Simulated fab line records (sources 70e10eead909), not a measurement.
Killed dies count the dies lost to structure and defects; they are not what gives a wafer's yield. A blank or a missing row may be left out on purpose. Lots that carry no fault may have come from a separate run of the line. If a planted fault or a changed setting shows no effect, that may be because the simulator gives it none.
A lot that was struck, set against a sound lot + flow nand_harc + 25 out of 1159 route steps
Sound: wafers L932.1, L932.5, L932.6. Struck: wafers L944.1, L944.3, L944.6. The cause is given at the end.
At each step with rows: each side's tool, then ch and its chambers, then its first start. Under that, the readings that differ: sound wafers + struck wafers + difference of the means + sigmas: that difference in standard deviations of wafers without a fault.
alike: readings whose means differ by less than 2 such deviations, and words and numbers that are the same on both sides. not compared: withheld readings, readings that some wafer has no value for, bounds like >300 that may hide the same value, and numbers for which the record gives no deviation and whose values overlap.
The two part at a step that has a row with sigmas, a row that says differs or no value, or rows on one side only. Numbers that don't overlap but have no deviation are shown without sigmas and don't part them. A reading that every wafer of one side lacks parts them only if that side has two wafers or more.

first, 5 steps without rows for these wafers: NHARC_P_GATE_STRIP_15 (strips in SPM, time 780 s); NHARC_P_GATE_PRECLEAN_71 (cleans in SC1); NHARC_P_GATE_SRD_72; NHARC_P_GATE_OXIDE_16 (material SiO2, target thk 3 nm, ox time 392 s); NHARC_P_GATE_CVD_17 (deposits poly-Si, target thk 150 nm, time 900 s).
NHARC_P_GATE_HM_DEP_102: deposits aC, target thk 120 nm.
  sound on acl_dep-03 ch 0, day 5 12:30; struck on acl_dep-02 ch 0, day 8 13:26
| reading              | sound                | struck | difference                    | sigmas |
|----------------------|----------------------|--------|-------------------------------|--------|
| susceptor_temp_C (C) | 399.95 399.95 400.00 | - - -  | no value on the struck wafers |        |
  alike: throttle_valve_pct
NHARC_P_GATE_DEP_103: deposits SiON, target thk 30 nm.
  sound on pecvd-03 ch 0,2, day 5 13:10; struck on pecvd-02 ch 0,1,2, day 8 14:07
  alike: heater_power_outer_w, heater_power_w, susceptor_temp_C
then, 5 steps without rows for these wafers: NHARC_P_GATE_DEHYDRATE_18 (time 120 s); NHARC_P_GATE_HMDS_19 (time 30 s); NHARC_P_GATE_COAT_20 (resist thk 90 nm); NHARC_P_GATE_SOFTBAKE_21 (time 55 s); NHARC_P_GATE_EBR_22.
NHARC_P_GATE_EXPOSE_23: exposes mask P GATE, target cd 120 nm.
  sound on arfi_scanner-01 ch 0, day 5 13:42; struck on arfi_scanner-01 ch 0, day 8 14:31
| reading | sound                      | struck                              | difference | sigmas |
|---------|----------------------------|-------------------------------------|------------|--------|
| mask    | P_GATE#0 P_GATE#0 P_GATE#0 | P_GATE_R1#0 P_GATE_R1#0 P_GATE_R1#0 | differs    |        |
then, 2 steps without rows for these wafers: NHARC_P_GATE_PEB_24 (peb time 65 s); NHARC_P_GATE_DEVELOP_25 (develop time 35 s).
NHARC_P_GATE_CD_MEAS_26: target cd 120 nm.
  sound on cd_sem-03 ch 0, day 5 13:50; struck on cd_sem-02 ch 0, day 8 14:39
| reading    | sound             | struck            | difference | sigmas |
|------------|-------------------|-------------------|------------|--------|
| cd_nm (nm) | 119.0 119.8 118.9 | 117.0 116.6 116.1 | -2.7       | -4     |
NHARC_P_GATE_OVL_MEAS_27:
  struck on overlay-02, day 8 14:44; sound on overlay-01, day 5 13:56
  alike: overlay_x_nm, overlay_y_nm
NHARC_P_GATE_INSPECT_28:
  struck on defect_inspect-01, day 8 14:46; sound on defect_inspect-01, day 5 13:58
  alike: raw_defect_count
NHARC_P_GATE_DESCUM_31: chemistry O2, time 3 s.
  sound on rie_diel-08 ch 0,3, day 5 14:02; struck on rie_diel-08 ch 2,3, day 8 14:54
| reading                 | sound             | struck            | difference | sigmas |
|-------------------------|-------------------|-------------------|------------|--------|
| model.P_GATE.cd_nm (nm) | 119.6 119.6 118.6 | 116.5 116.2 116.2 | -3.0       |        |
  alike: drypump_motor_current_A, oes_product_au, rf_vpp_V, showerhead_plenum_p_Torr, throttle_valve_pct
  not compared: rf_hours_counter_h
NHARC_P_GATE_ETCH_104: etches the open film in CF4/CHF3, target depth 60 nm.
  sound on rie_diel-08 ch 0,3, day 5 14:10; struck on rie_diel-08 ch 1,2,3, day 8 15:04
  alike: cf4_flow_sccm, drypump_motor_current_A, oes_product_au, rf_vpp_V, showerhead_plenum_p_Torr, throttle_valve_pct
NHARC_P_GATE_HM_OPEN_105: chemistry O2/COS, target depth 360 nm.
  sound on rie_diel-08 ch 0,3; struck on rie_diel-08 ch 0,2
  alike: drypump_motor_current_A, oes_product_au, rf_vpp_V, showerhead_plenum_p_Torr, throttle_valve_pct
  not compared: rf_hours_counter_h
then, 1 step without rows for these wafers: NHARC_P_GATE_STRIP_106 (strips in O2/COS).
NHARC_P_GATE_ETCH_114: etches the open film in CF4/O2, target depth 30 nm, overetch 3 nm, time 16.5 s.
  sound on rie_diel-08 ch 1,3; struck on rie_diel-08 ch 0,3
  alike: cf4_flow_sccm, drypump_motor_current_A, oes_product_au, rf_vpp_V, showerhead_plenum_p_Torr, throttle_valve_pct
  not compared: rf_hours_counter_h, model.P_GATE.cd_nm
NHARC_P_GATE_ETCH_32: etches the open film in HBr/Cl2, target depth 150 nm, time 100.1 s.
  sound on rie_si-05 ch 1,2,3, day 5 14:46; struck on rie_si-04 ch 0,1,3, day 8 15:33
  alike: drypump_motor_current_A, he_backside_leak_sccm, oes_product_au, throttle_valve_pct
  not compared: rf_hours_counter_h
following that, these wafers have no rows for 1 step: NHARC_END_SORT_01.

== WHERE THEY PART ==
Last at NHARC_P_GATE_CD_MEAS_26 as far as this record goes, first at NHARC_P_GATE_HM_DEP_102. Later steps at which nothing parts them and some readings are alike: NHARC_P_GATE_OVL_MEAS_27, NHARC_P_GATE_INSPECT_28, NHARC_P_GATE_DESCUM_31, NHARC_P_GATE_ETCH_104, NHARC_P_GATE_HM_OPEN_105, NHARC_P_GATE_ETCH_114, NHARC_P_GATE_ETCH_32.

WHY: what had been put in by the simulator
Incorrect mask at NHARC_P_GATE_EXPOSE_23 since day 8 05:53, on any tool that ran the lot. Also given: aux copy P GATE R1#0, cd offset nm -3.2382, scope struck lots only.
